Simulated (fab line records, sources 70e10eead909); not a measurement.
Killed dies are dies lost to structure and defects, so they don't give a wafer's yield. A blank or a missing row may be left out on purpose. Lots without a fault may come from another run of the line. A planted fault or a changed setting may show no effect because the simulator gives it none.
fab line records | flow nand_harc
record lots=5 wafers=15 last_day=33
route steps=1302 shown P_M1@311 P_M2@318 END@1302
lots that met no fault: from a run of the same line without faults
start_h: hours from the record's first day to the start of the lot's first wafer shown | wait_h: hours since the lot's step before | " the same as in the row above | L1.1+2: a row that stands for several wafers | - no value, or no start given | * or withheld: withheld | < > ~ a bound
route shown NAME@n: a module of which the file shows steps, and the number in the route of the first | usual: mean/standard deviation of fault-free wafers | same: alike in all rows | chamber/n: place in a boat | sites: the reading at each site | _std_site: their standard deviation | _edge_site: outer sites' mean less inner sites' | radius_mm: how far each site lies from the wafer's centre | mask NAME#n: copy n | behind: the tool/chamber that last shaped the wafer | hold: why the lot was held/for how many hours/how that ended | device: the transistor (n, p or np) that didn't switch | end of line: the same wafers' tests at the end of the route | a step without rows: its recipe alone | killed: dies lost to structure and defects at the first sort, not the wafer's yield | map: a wafer's dies, x killed, . not, _ none there
set.NAME: the setting as run; set.NAME@STEP: as run at that earlier step | model.NAME: the simulator's own value behind a step, which no gauge read
lots at some steps of the route; a table a step, a row a wafer
services: from which hour (start_h, from the record's first day; less than 0 if before it) a tool's chamber was out of use, for how many hours, and why
## steps
# step NHARC_P_M1_CMP_23
# recipe t_overpolish_s=20 target_thk_nm=157.82
# usual motor_current_A=12.1/1 time_to_endpoint_s=29.5/2.7
# columns lot.wafer tool chamber start_h wait_h motor_current_A time_to_endpoint_s
L659.2 cmp-04 2 159.86 - 14.9 31.5
L659.1 " 0 " " 10.6 30.3
L659.6 " 2 " " 13.7 32.1
L660.4 cmp-02 2 178.44 - 12.1 31.5
L660.1 " 0 " " 12.5 22.8
L660.6 " 1 " " 11.9 23.4
L677.4 cmp-03 2 341.17 - 11.6 30.4
L677.3 " 3 " " 11.1 33.4
L677.6 " 1 " " 11.8 29.1
L678.2 cmp-02 0 350.10 - 12.3 26.0
L678.4 " 1 " " 12.4 27.0
L678.1 " 2 " " 12.9 34.5
L679.2 cmp-03 1 358.27 - 12.0 30.3
L679.4 " 3 " " 10.9 31.1
L679.5 " 0 " " 13.6 27.8
# step NHARC_P_M1_THK_MEAS_24
# recipe thk_meas_gauge=xrf
# usual thk_nm=158.2/1.5
# columns lot.wafer tool chamber start_h wait_h thk_nm
L659.1 film_metro-01 - 160.15 - 155.4
L659.2 " - " " 157.0
L659.6 " - " " 158.8
L660.1 film_metro-01 - 178.73 - 153.8
L660.4 " - " " 159.2
L660.6 " - " " 155.7
L677.3 film_metro-02 - 341.43 - 158.4
L677.4 " - " " 157.1
L677.6 " - " " 154.7
L678.1 film_metro-01 - 350.42 - 159.4
L678.2 " - " " 157.1
L678.4 " - " " 158.4
L679.2 film_metro-01 - 358.55 - 159.0
L679.4 " - " " 158.8
L679.5 " - " " 159.4
# step NHARC_P_M1_SRD_25
# step NHARC_P_M1_INSPECT_27
# usual raw_defect_count=291/100
# columns lot.wafer tool chamber start_h wait_h raw_defect_count
L659.1 defect_inspect-01 - 160.31 0.0 389
L659.2 " - " " 394
L659.6 " - " " 262
L660.1 defect_inspect-02 - 178.89 0.0 181
L660.4 " - " " 432
L660.6 " - " " 210
L677.3 defect_inspect-02 - 341.59 0.0 233
L677.4 " - " " 340
L677.6 " - " " 297
L678.1 defect_inspect-01 - 350.57 0.0 209
L678.2 " - " " 306
L678.4 " - " " 280
L679.2 defect_inspect-01 - 358.71 0.0 265
L679.4 " - " " 297
L679.5 " - " " 255
# step NHARC_P_M1_PRE_CLEAN_32
# recipe time_s=12 temp_c=370 rf_power_w=300 gas=NH3
# usual heater_power_w=642/76
# columns lot.wafer tool chamber start_h wait_h heater_power_w
L659.2 pecvd-04 2 160.38 0.1 784
L659.1 " 0 " " 621
L659.6 " 0 " " 633
L660.1 pecvd-01 1 178.96 0.1 626
L660.4 " 2 " " 615
L660.6 " 0 " " 690
L677.3 pecvd-03 0 341.66 0.1 686
L677.6 " 2 " " 626
L677.4 " 0 " " 703
L678.2 pecvd-04 2 350.65 0.1 720
L678.1 " 0 " " 628
L678.4 " 0 " " 655
L679.2 pecvd-03 0 358.79 0.1 633
L679.5 " 2 " " 651
L679.4 " 1 " " 461
# step NHARC_P_M1_DEP_33
# recipe target_thk_a=300 temp_c=370 target_thk_nm=30 pressure_torr=3 flow_sccm=200 rf_w=450 material=SiCN
# usual heater_power_w=587/81
# columns lot.wafer tool chamber start_h wait_h heater_power_w
L659.2 pecvd-04 2 160.46 0.1 659
L659.1 " 0 " " 632
L659.6 " 0 " " 633
L660.1 pecvd-01 1 179.03 0.1 555
L660.4 " 2 " " 647
L660.6 " 0 " " 622
L677.3 pecvd-03 0 341.77 0.1 623
L677.6 " 2 " " 651
L677.4 " 0 " " 620
L678.2 pecvd-04 2 350.76 0.1 766
L678.1 " 0 " " 590
L678.4 " 0 " " 604
L679.2 pecvd-03 0 358.90 0.1 611
L679.5 " 2 " " 646
L679.4 " 1 " " 485
# step NHARC_P_M2_DEP_00
# recipe target_thk_a=1825 target_thk_nm=182.5 temp_c=withheld pressure_torr=5 flow_sccm=200 rf_w=600 material=SiOC
# step NHARC_P_M2_DEHYDRATE_01
# recipe temp_c=150 time_s=120
# step NHARC_P_M2_HMDS_02
# recipe time_s=30
# step NHARC_P_M2_COAT_34
# recipe temp_c=200 time_s=65
# step NHARC_P_M2_COAT_03
# recipe spin_rpm=1500 resist_thk_nm=90
# step NHARC_P_M2_SOFTBAKE_04
# recipe temp_c=105 time_s=55
# usual chill_plate_temp_C=23.00/0.1 heater_power_total_W=188.45/0.14
# columns lot.wafer tool chamber start_h wait_h chill_plate_temp_C heater_power_total_W
L659.1 litho_track-06 0 161 - 22.89 188.48
L659.2 " 0 " " 22.97 188.28
L659.6 " 0 " " 22.91 188.28
L660.1 litho_track-04 0 179 - 23.01 188.30
L660.4 " 0 " " 22.90 188.51
L660.6 " 0 " " 22.87 188.26
L677.3 litho_track-04 0 342 - 22.99 188.26
L677.4 " 0 " " 22.97 188.75
L677.6 " 0 " " 22.93 188.54
L678.1 litho_track-06 0 351 - 22.91 188.74
L678.2 " 0 " " 23.03 212.55
L678.4 " 0 " " 22.89 188.37
L679.2 litho_track-04 0 359 - 23.01 188.59
L679.4 " 0 " " 22.92 188.58
L679.5 " 0 " " 22.99 188.41
# step NHARC_P_M2_EBR_05
# step NHARC_END_SORT_01
# recipe temp_c=25
# usual defect_limited_yield=91.6/2.8 killed_at_array=53/19 killed_at_other=0.8/1.2 killed_at_periphery=3.7/2.3 killed_dies=57/19 killed_open=3.2/1.7 killed_short=2.6/1.8 sort_bin_2_pct=3.0/1.2 sort_bin_3_pct=0.7/0.4 sort_bin_4_pct=4.8/1.5 sort_n_pass=620/19 sort_rim_yield_pct=90/4.8 sort_yield_pct=91.6/2.8
# same gross_dies=677 sort_bin_5_pct[%]=0 sort_bin_6_pct[%]=0 sort_bin_7_pct[%]=0 sort_bin_8_pct[%]=0 sort_rim_n_gross=106.00
# columns lot.wafer tool chamber start_h wait_h defect_limited_yield[%] killed_at_array killed_at_other killed_at_periphery killed_dies killed_open killed_short sort_bin_2_pct[%] sort_bin_3_pct[%] sort_bin_4_pct[%] sort_n_pass sort_rim_yield_pct[%] sort_yield_pct[%]
L659.1 prober-02 0 591.48 2.5 92.5 46 0 5 51 0 2 2.5 0.3 4.7 626 92 92.5
L659.2 prober-02 0 592.29 2.8 95.1 26 0 7 33 2 4 1.5 0.4 3.0 644 89 95.1
L659.6 prober-02 0 595.50 4.0 92.5 41 0 10 51 2 3 3.4 0.3 3.8 626 96 92.5
L660.1 prober-01 0 623.47 2.5 89.7 69 0 1 70 1 4 4.3 1.0 5.0 607 87 89.7
L660.4 prober-01 0 625.86 3.4 88.9 75 0 0 75 4 4 3.7 1.5 5.9 602 81 88.9
L660.6 prober-01 0 627.46 4.0 88.2 75 1 4 80 3 3 4.4 0.9 6.5 597 84 88.2
L678.1 prober-01 0 786.93 2.5 91.9 48 0 7 55 6 4 3.0 0.7 4.4 622 84 91.9
L678.2 prober-01 0 787.72 2.8 92.0 49 0 5 54 4 4 3.2 0.4 4.3 623 97 92.0
L678.4 prober-01 0 789.31 3.4 91.7 51 0 5 56 2 3 3.5 0.3 4.4 621 98 91.7
# killed by level:class
L659.1 A_CHANNEL_HOLE_D2:chamber_film_flake=33 A_CONTACT:chamber_film_flake=5 P_M0:chamber_film_flake=2 A_CHANNEL_FILL_D1:chamber_film_flake=2 A_STAIRCASE:chamber_film_flake=2 A_STAIRCASE:geometric_particle:short=1 A_M1:geometric_particle:short=1 P_ZERO_WELL:chamber_film_flake=1
L659.2 A_CHANNEL_HOLE_D2:chamber_film_flake=13 P_M0:chamber_film_flake=4 A_CONTACT:chamber_film_flake=4 P_GATE:chamber_film_flake=3 A_DECK1_JOINT:geometric_particle:short=2 A_SOURCE_PLATE:geometric_particle:open=1 A_CHANNEL_FILL_D1:geometric_particle:short=1 A_CHANNEL_FILL_D2:geometric_particle:short=1
L659.6 A_CHANNEL_HOLE_D2:chamber_film_flake=33 P_M0:chamber_film_flake=7 A_WL_FILL:geometric_particle:short=2 P_GATE:chamber_film_flake=2 A_CONTACT:chamber_film_flake=2 P_M0:geometric_particle:open=1 A_CHANNEL_FILL_D1:geometric_particle:short=1 A_DECK1_JOINT:geometric_particle:open=1
L660.1 A_SLIT:chamber_film_flake=23 A_CHANNEL_HOLE_D2:chamber_film_flake=13 A_CHANNEL_HOLE_D1:chamber_film_flake=13 A_CONTACT:chamber_film_flake=10 A_STAIRCASE:chamber_film_flake=3 A_WL_FILL:geometric_particle:short=2 A_BLC:chamber_film_flake=2 A_ONON_D1:geometric_particle:open=1
L660.4 A_CHANNEL_HOLE_D1:chamber_film_flake=22 A_CHANNEL_HOLE_D2:chamber_film_flake=20 A_SLIT:chamber_film_flake=15 A_BLC:chamber_film_flake=6 A_STAIRCASE:chamber_film_flake=2 A_CONTACT:chamber_film_flake=2 A_SOURCE_PLATE:geometric_particle:short=1 A_ONON_D1:geometric_particle:open=1
L660.6 A_SLIT:chamber_film_flake=31 A_CHANNEL_HOLE_D2:chamber_film_flake=17 A_CHANNEL_HOLE_D1:chamber_film_flake=13 A_BLC:chamber_film_flake=5 P_BONDPAD:chamber_film_flake=2 A_STAIRCASE:chamber_film_flake=2 A_CONTACT:chamber_film_flake=2 P_GATE:geometric_particle:short=1
L678.1 A_SLIT:chamber_film_flake=24 A_CHANNEL_HOLE_D1:chamber_film_flake=7 A_CONTACT:chamber_film_flake=6 P_GATE:chamber_film_flake=3 P_CONTACT:geometric_particle:open=2 A_CHANNEL_HOLE_D2:chamber_film_flake=2 P_CONTACT:geometric_particle:short=1 A_SOURCE_PLATE:geometric_particle:open=1
L678.2 A_SLIT:chamber_film_flake=31 A_CHANNEL_HOLE_D1:chamber_film_flake=9 P_GATE:chamber_film_flake=3 A_WL_FILL:geometric_particle:short=2 P_CONTACT:geometric_particle:open=1 A_DECK1_JOINT:geometric_particle:open=1 A_DECK1_JOINT:geometric_particle:short=1 A_ONON_D2:geometric_particle:short=1
L678.4 A_SLIT:chamber_film_flake=33 A_CHANNEL_HOLE_D1:chamber_film_flake=10 A_CONTACT:chamber_film_flake=4 P_GATE:chamber_film_flake=3 P_CONTACT:geometric_particle:short=1 A_ONON_D1:geometric_particle:open=1 A_ONON_D1:geometric_particle:short=1 A_WL_FILL:geometric_particle:open=1
## services
# columns tool chamber start_h hours kind
pecvd-01 - 141.83 1.9 repair
cmp-02 - 156.66 0.5 repair
cmp-03 - 165.57 4.0 pm
litho_track-06 - 179.00 7.0 pm
pecvd-03 - 185.00 13.0 pm
pecvd-01 2 188.56 3.1 repair
cmp-03 - 195.10 5.8 repair
litho_track-04 - 203.01 7.0 pm
cmp-02 - 207.68 3.8 repair
cmp-02 - 232.64 4.0 pm
cmp-03 - 254.11 0.8 repair
cmp-03 - 263.57 4.0 pm
pecvd-01 - 264.88 0.4 repair
pecvd-04 - 269.31 13.0 pm
cmp-03 - 275.97 0.8 repair
pecvd-01 - 290.31 1.3 repair
cmp-02 - 302.85 4.0 repair
cmp-03 - 304.04 6.1 repair
pecvd-01 - 311.18 13.0 pm
pecvd-04 - 321.99 1.5 repair
cmp-02 - 330.64 4.0 pm
cmp-02 - 353.72 6.2 repair
litho_track-06 - 354.00 7.0 pm
cmp-03 - 354.93 3.0 repair
## key
first_sign step=NHARC_P_M2_SOFTBAKE_04 reading=heater_power_total_W direction=up sigmas=99+ usual=* struck=*
effect none on later readings
met_at NHARC_P_M2_SOFTBAKE_04
struck_wafers L678.2
onset_between 161 351
fault kind=process_parameter_drift tool=litho_track-06 chamber=- onset_h=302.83 steps=NHARC_P_M2_SOFTBAKE_04 channel=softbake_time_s offset=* shape=step end_h=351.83 scope=struck_wafers_only acts_in=* stated=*
